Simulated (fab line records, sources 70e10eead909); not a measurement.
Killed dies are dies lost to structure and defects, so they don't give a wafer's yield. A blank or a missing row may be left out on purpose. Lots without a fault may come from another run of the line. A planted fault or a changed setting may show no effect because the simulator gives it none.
A struck lot beside a sound one | flow nand_harc | 15 steps out of a route of 1302
Sound: wafers L803.1, L803.4, L803.5. Struck: wafers L802.1, L802.3, L802.4. The cause comes at the end.
At each step with rows: each side's tool, then ch and its chambers, then its first start. Under that, the readings that differ: sound wafers | struck wafers | difference of the means | sigmas: that difference in standard deviations of wafers without a fault.
alike: readings whose means differ by less than 2 such deviations, and words and numbers that are the same on both sides. not compared: withheld readings, readings that some wafer has no value for, bounds like >300 that may hide the same value, and numbers for which the record gives no deviation and whose values overlap.
The two part at a step that has a row with sigmas, a row that says differs or no value, or rows on one side only. Numbers that don't overlap but have no deviation are shown without sigmas and don't part them. A reading that every wafer of one side lacks parts them only if that side has two wafers or more.

NHARC_P_CONTACT_ETCH_35: etches the open film in CF4, target depth 39 nm, time 65 s.
  sound on rie_diel-01 ch 1,2, day 11 06:47; struck on rie_diel-01 ch 0,2,3, day 11 00:05
  alike: chamber_pressure_mTorr, drypump_motor_current_A, oes_product_au, rf_vpp_V, showerhead_plenum_p_Torr, throttle_valve_pct
  not compared: rf_hours_counter_h
then, 1 step without rows for these wafers: NHARC_P_CONTACT_ETCH_36 (etches the open film in N2/H2, target depth 260 nm, time 406.25 s).
NHARC_P_CONTACT_ETCH_18: etches the open film in C4F8/O2/Ar, target depth 481 nm, time 240.5 s.
  sound on rie_diel-01 ch 0,1; struck on rie_diel-01 ch 0,1,3
  alike: chamber_pressure_mTorr, oes_product_au, rf_vpp_V
  not compared: rf_hours_counter_h
then, 2 steps without rows for these wafers: NHARC_P_CONTACT_STRIP_37 (strips in C4F8/O2/Ar); NHARC_P_CONTACT_ETCH_31 (etches the open film in CH3F/O2, target depth 30 nm, time 85.7 s).
NHARC_P_CONTACT_CD_MEAS_19:
  sound on cd_sem-03, day 11 07:34; struck on cd_sem-02, day 11 00:52
  alike: cd_nm
then, 2 steps without rows for these wafers: NHARC_P_CONTACT_STRIP_28 (strips in O2); NHARC_P_CONTACT_STRIP_29 (strips in post etch residue remover, time 1200 s).
NHARC_P_CONTACT_DEGAS_38: time 60 s.
  sound on pvd_sputter-03, day 11 08:17; struck on pvd_sputter-02, day 11 01:35
  alike: heater_power_w
then, 1 step without rows for these wafers: NHARC_P_CONTACT_PRE_CLEAN_39 (time 19.5 s).
NHARC_P_CONTACT_PVD_32: deposits Ti, target thk 5 nm, time 17.7 s.
  sound on pvd_sputter-03; struck on pvd_sputter-02
  alike: throttle_valve_pct
NHARC_P_CONTACT_ALD_22: deposits TiN, target thk 3 nm, pulse time 1 s, ald cycles 150.
  sound on ald_metal-01 ch 0,2, day 11 08:32; struck on ald_metal-04 ch 0,2,3, day 11 01:51
  alike: heater_power_w, precursor_pulse_height_rel
NHARC_P_CONTACT_CVD_23: deposits W, target thk 200 nm, time 557 s.
  sound on cvd_w-01 ch 0,1, day 11 08:43; struck on cvd_w-02 ch 0,1, day 11 02:07
  no value came back on the struck wafers for any of 5 readings (chamber_pressure_Torr (Torr), heater_power_outer_w (W) and others); on the sound wafers chamber_pressure_Torr (Torr) reads 39.82 39.97 39.88
NHARC_P_CONTACT_CMP_24: polishes, t overpolish 30 s, target thk 200 nm.
  sound on cmp-03 ch 0,2, day 11 09:24; struck on cmp-04 ch 0,2,3, day 11 02:41
  reading                | sound    | struck | difference | sigmas
  time_to_endpoint_s (s) | 41 36 36 | 0 1 3  | -36        | -11
  alike: motor_current_A, overpolish_run_s
-- the record jumps here: 18 days lie between the struck wafers' starts before and after (it left off in module P_CONTACT and takes up again in module END, whose first step shown is number 1302 of the route) --
NHARC_END_SORT_01:
  the record has rows for the struck wafers here (prober-01 ch 0, day 29 08:57) and none for the sound ones

WHERE THEY PART
First at NHARC_P_CONTACT_CVD_23; last, within this record, at NHARC_END_SORT_01.

WHY: what the simulator had put in
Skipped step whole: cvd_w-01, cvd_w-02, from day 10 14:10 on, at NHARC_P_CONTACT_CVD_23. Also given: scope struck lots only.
